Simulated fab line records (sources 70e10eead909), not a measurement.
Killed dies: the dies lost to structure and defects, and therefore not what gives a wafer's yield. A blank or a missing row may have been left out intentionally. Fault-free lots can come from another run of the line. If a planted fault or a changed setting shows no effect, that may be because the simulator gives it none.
Problem report, 8D (eight disciplines) form, completed by code    flow nand harc    the parts of the form that need people (team, actions taken, sign-off) are left out

1. THE PROBLEM
Mean of time to endpoint s at NHARC_A_M1_CMP_23: 10.4 s across 2 wafers in 2 lots; on wafers with no fault it is 27.8 s (standard deviation 2.3). That is -7.6 standard deviations from the usual mean.
The step: polishes, t overpolish 20 s, target thk 154.34 nm.
The first sign was on wafer L934.2 at day 31 08:32, on cmp-03. The record holds 42 wafers of 14 lots with a number at this step. Rule for "out", or "out of limits": more than 4 standard deviations from the usual mean. The other wafers with a number count as sound.

2. WHAT IT IS; WHAT IT IS NOT
question                     is                  is not
which readings at this step  time to endpoint s  motor current A, slurry flow ml min
which lots                   L934, L936          L916, L917, L918, L919, L921, L922, L924, L925, L926, L927, L932, L939
which wafers of those lots   L934.2, L936.6      L934.1, L934.3, L936.1, L936.4
read on which tools          cmp-01, cmp-03      cmp-04
when                         from day 31 08:32   up to then (35 sound wafers); but 5 sound wafers of L936, L939 came after

3. THE SUSPECTS, EACH WITH WHAT RULES IT OUT
Counting: a tool at a process step up to the reading stays a suspect if it ran every lot that is out. Sound lots after the first of them don't rule it out here, since some wafers of a struck lot are sound.
- ecd cu-01 at NHARC_A_M1_ECD_22 (material Cu, target thk 400 nm): kept. It processed each lot that is out (first: L934, day 31 07:42); up to then, its last sound lot is L932 (day 29 05:29).
Left after counting: ecd cu-01 at NHARC_A_M1_ECD_22.

4. THE CAUSE (what the simulator had put in)
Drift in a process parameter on ecd cu-01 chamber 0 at NHARC_A_M1_ECD_22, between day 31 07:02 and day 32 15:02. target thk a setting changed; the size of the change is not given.
The count eliminated every tool but this one.

5. SEQUENCE OF EFFECTS, ordered by route
Rows list readings where the struck wafers' mean (over those with a number) sits beyond 3 standard deviations from the usual. Readings are gone through only where the record gives a usual standard deviation; hours: the median, over the lots, of the time from a lot's start at the first step in this table giving one to that lot's start at this step; sigmas: the change measured in usual standard deviations.
hours  step               reading             usual   on struck wafers  change  sigmas
0      NHARC_A_M1_CMP_23  time to endpoint s  27.8 s  10.4              -17.4   -7.6
The process steps in it:
- NHARC_A_M1_CMP_23: polishes, t overpolish 20 s, target thk 154.34 nm.

6. HOW IT WOULD HAVE BEEN CAUGHT EARLIER
In this record the first reading out of limits was taken at day 31 08:32, 1 hour after the fault began at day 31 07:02.
Among the 2 lots that are out, L936 began NHARC_A_M1_ECD_22 on ecd cu-01 after day 31 08:32. A hold on the tool at that time would have spared it.
